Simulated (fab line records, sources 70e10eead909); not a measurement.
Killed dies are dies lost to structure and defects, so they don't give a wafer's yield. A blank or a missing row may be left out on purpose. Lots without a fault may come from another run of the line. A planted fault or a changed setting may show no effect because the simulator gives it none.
Chamber matching | flow nand_harc | NHARC_A_CHANNEL_FILL_D1_ALD_16 on ald_hk-04: 4 sister chambers
The step deposits SiO2, target thk 1.5 nm, pulse time 10 s, ald cycles 15. 8 wafers are shown with their chamber, then 8 later ones without.

WAFERS WITH THEIR CHAMBER
wafer  | chamber | heater_power_w (W) | precursor_pulse_height_rel
L081.6 | 0       | 469                | 0.999
L080.5 | 0       | 476                | 0.995
L079.1 | 1       | 446                | 1.020
L079.6 | 3       | 490                | 0.982
L086.2 | 3       | 484                | 1.000
L086.4 | 1       | 449                | 1.007
L086.6 | 2       | 464                | 0.972
L087.2 | 2       | 465                | 1.009

WAFERS WITHOUT THEIR CHAMBER
wafer  | heater_power_w (W) | precursor_pulse_height_rel
L087.5 | 469                | 1.014
L087.6 | 490                | 0.979
L093.1 | 439                | 1.032
L093.2 | 484                | 0.984
L093.6 | 468                | 1.008
L094.1 | 461                | 0.999
L094.5 | 470                | 0.994
L094.6 | 473                | 0.992

WHICH CHAMBER EACH WENT THROUGH
wafer  | from the rows above     | in truth
L087.5 | can't be placed: 0 or 2 | 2
L087.6 | 3                       | 3
L093.1 | 1                       | 1
L093.2 | 3                       | 3
L093.6 | can't be placed: 0 or 2 | 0
L094.1 | 2                       | 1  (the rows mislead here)
L094.5 | can't be placed: 0 or 2 | 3
L094.6 | 0                       | 0
Placed correctly: 4 of 8. Can't be placed from these rows: 3 (the true chamber is among the candidates in 2). Placed wrongly: 1.
How it was worked out, from the rows above alone: a wafer's distance from a chamber is the root of the sum, over the readings, of the square of ((its reading less the chamber's mean) divided by the reading's scatter). The wafer belongs to the nearest chamber; if the next one is less than 2 further off, it can't be placed. A chamber's mean is the mean of its shown wafers. The scatter: the root of (the sum of the squares of (reading less its chamber's mean) over the shown wafers, divided by (wafers less chambers)).
